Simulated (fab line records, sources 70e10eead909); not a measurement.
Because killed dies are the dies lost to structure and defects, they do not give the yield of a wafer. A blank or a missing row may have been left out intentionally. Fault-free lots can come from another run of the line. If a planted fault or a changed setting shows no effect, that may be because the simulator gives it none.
Comparing a struck lot with a sound one + flow nand_harc + 12 out of 1302 route steps
Sound: these wafers, L634.3, L634.4, L634.6. Wafers struck: L638.1, L638.3, L638.4. The cause is named last.
Each step with rows lists, per side, the tool, then ch with its chambers, then its first start. Under that, the readings that differ: sound wafers + struck wafers + difference of the means + sigmas: that difference in standard deviations of wafers without a fault.
alike: readings whose means differ by less than 2 such deviations, and words and numbers that are the same on both sides. not compared: withheld readings, readings that some wafer has no value for, bounds like >300 that may hide the same value, and numbers for which the record gives no deviation and whose values overlap.
The two part at a step that has a row with sigmas, a row that says differs or no value, or rows on one side only. Numbers that have no deviation but don't overlap get no sigmas and don't part them. A reading missing from all wafers of one side parts the sides only when that side holds two or more wafers.

first, 3 steps without rows for these wafers: NHARC_A_STAIRCASE_PEB_439 (peb time 130 s); NHARC_A_STAIRCASE_DEVELOP_440 (time 140 s); NHARC_A_STAIRCASE_HARDBAKE_442 (time 140 s).
NHARC_A_STAIRCASE_DESCUM_443: chemistry O2, time 3 s.
  sound on rie_diel-13 ch 0,3, day 23 21:11; struck on rie_diel-13 ch 0,1,2, day 26 09:28
  alike: drypump_motor_current_A, o2_flow_sccm, oes_product_au, rf_vpp_V, showerhead_plenum_p_Torr, throttle_valve_pct
  not compared: rf_hours_counter_h
NHARC_A_STAIRCASE_ETCH_444: etches the open film in C4F8/O2, target depth 20400 nm, time 6800 s.
  sound on rie_diel-13 ch 0,2,3, day 23 21:16; struck on rie_diel-13 ch 0,1,3, day 26 09:36
| reading               | sound             | struck            | difference | sigmas |
|-----------------------|-------------------|-------------------|------------|--------|
| oes_product_au (a.u.) | 0.985 0.978 0.968 | 0.936 0.919 0.933 | -0.048     | -3     |
  alike: rf_vpp_V
  not compared: rf_hours_counter_h
NHARC_A_STAIRCASE_STRIP_446: strips in O2.
  sound on plasma_asher-02 ch 0,1, day 24 01:45; struck on plasma_asher-02 ch 0,1, day 26 13:55
  alike: drypump_motor_current_A, heater_power_w
  not compared: rf_hours_counter_h
then, 3 steps without rows for these wafers: NHARC_A_STAIRCASE_STRIP_447 (strips in SPM, time 900 s); NHARC_A_STAIRCASE_PRECLEAN_448 (cleans in SC1); NHARC_A_STAIRCASE_SRD_449.
NHARC_A_STAIRCASE_CMP_450: polishes SiO2, target thk 200 nm.
  sound on cmp-01 ch 0,2,3, day 24 02:28; struck on cmp-03 ch 0,1,3, day 26 14:43
  alike: edge_zone_pressure_frac, motor_current_A
NHARC_A_STAIRCASE_CMP_152: polishes.
  sound on cmp-01 ch 0,2,3, day 24 02:32; struck on cmp-03 ch 0,1,3, day 26 14:48
  no value came back on the struck wafers for edge_zone_pressure_frac, motor_current_A (A); on the sound wafers edge_zone_pressure_frac reads 1.005 1.004 1.007
-- jump in the record: it breaks off in module A_STAIRCASE and resumes in module END (first step shown: number 1302 of the route), and 6 days separate the struck wafers' starts before and after --
NHARC_END_SORT_01:
  sound on prober-01 ch 0, day 29 11:03; struck on prober-02 ch 0, day 32 22:36
| reading         | sound    | struck      | difference | sigmas |
|-----------------|----------|-------------|------------|--------|
| killed_at_array | 80 83 96 | 676 673 669 | +586       | +24    |
| killed_dies     | 84 86 99 | 677 677 677 | +587       | +24    |
  alike: killed_at_other, killed_at_periphery, killed_open, killed_short

## WHERE THEY PART
Earliest at NHARC_A_STAIRCASE_ETCH_444; latest, in this record, at NHARC_END_SORT_01.

WHY: the cause the simulator had injected
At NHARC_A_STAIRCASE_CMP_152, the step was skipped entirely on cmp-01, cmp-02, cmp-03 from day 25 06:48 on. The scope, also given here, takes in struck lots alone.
